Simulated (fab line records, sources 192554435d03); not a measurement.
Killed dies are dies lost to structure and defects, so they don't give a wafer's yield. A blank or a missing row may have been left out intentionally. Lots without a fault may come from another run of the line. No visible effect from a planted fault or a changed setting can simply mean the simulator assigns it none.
Problem report, 8D (eight disciplines) form, completed by code	flow n5_finfet	the parts of the form that need people (team, actions taken, sign-off) are left out

1. THE PROBLEM
spin_speed_rpm at N5_BEOL_M11_COAT_59 reads a mean of 1288.7 rpm on 6 wafers of 2 lots; wafers without a fault read 1500.1 rpm with a standard deviation of 1.2. So: -99 or more standard deviations from the usual mean.
The step: time 60 s, resist thk 100 nm.
The first sign was on wafer L245.2 at day 11 20:38, on litho_track-02. At this step, 33 wafers from 11 lots have a number in the record. The rule behind "out" and "out of limits": a value lying over 4 standard deviations away from the usual mean. The other wafers with a number count as sound.

2. WHAT IT IS AND WHAT IT IS NOT
question	is	is not
which readings at this step	spin_speed_rpm	-
which lots	L245, L246	L236, L238, L239, L240, L243, L248, L249, L255, L258
which wafers of those lots	all that have a number	-
read on which tools	litho_track-02	litho_track-01, litho_track-05
when	from day 11 20:38	up to then (15 sound wafers); but 12 sound wafers of L248, L249, L255, L258 came after

3. THE SUSPECTS, EACH WITH WHAT RULES IT OUT
Counting: any tool at a process step up to the reading is kept as a suspect provided that every lot that is out went through it and no sound lot did after the first of them.
- litho_track-02 at N5_BEOL_M11_COAT_59 (time 60 s, resist thk 100 nm): kept. Every lot that is out went through it, starting with L245 (day 11 20:38), and after that it ran no sound lot; the last sound lot it ran before then is L240 (day 10 20:17). On those wafers its own readings are out: spin_speed_rpm.
Left after counting: litho_track-02 at N5_BEOL_M11_COAT_59.

4. THE CAUSE (what the simulator had put in)
Process parameter drift: litho_track-02, from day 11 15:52 on, at N5_BEOL_M11_COAT_59. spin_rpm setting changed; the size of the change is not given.
The count eliminated every tool but this one.

5. THE EFFECT CHAIN, in route order
Each row: a reading whose mean over the struck wafers that have a number lies more than 3 standard deviations from the usual. Scope: only readings with a usual standard deviation given in the record; hours: median across lots of the time from each lot's start at the first step in this table that gives one to its start at this step; sigmas: change in usual standard deviations.
hours	step	reading	usual	on struck wafers	change	sigmas
0	N5_BEOL_M11_COAT_59	spin_speed_rpm	1500.1 rpm	1288.7	-211.4	-99 or more
It contains these process steps:
- N5_BEOL_M11_COAT_59: time 60 s, resist thk 100 nm.

6. WHAT WOULD HAVE CAUGHT IT SOONER
First out-of-limits reading in this record: day 11 20:38, which is 5 hours after fault onset at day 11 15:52.
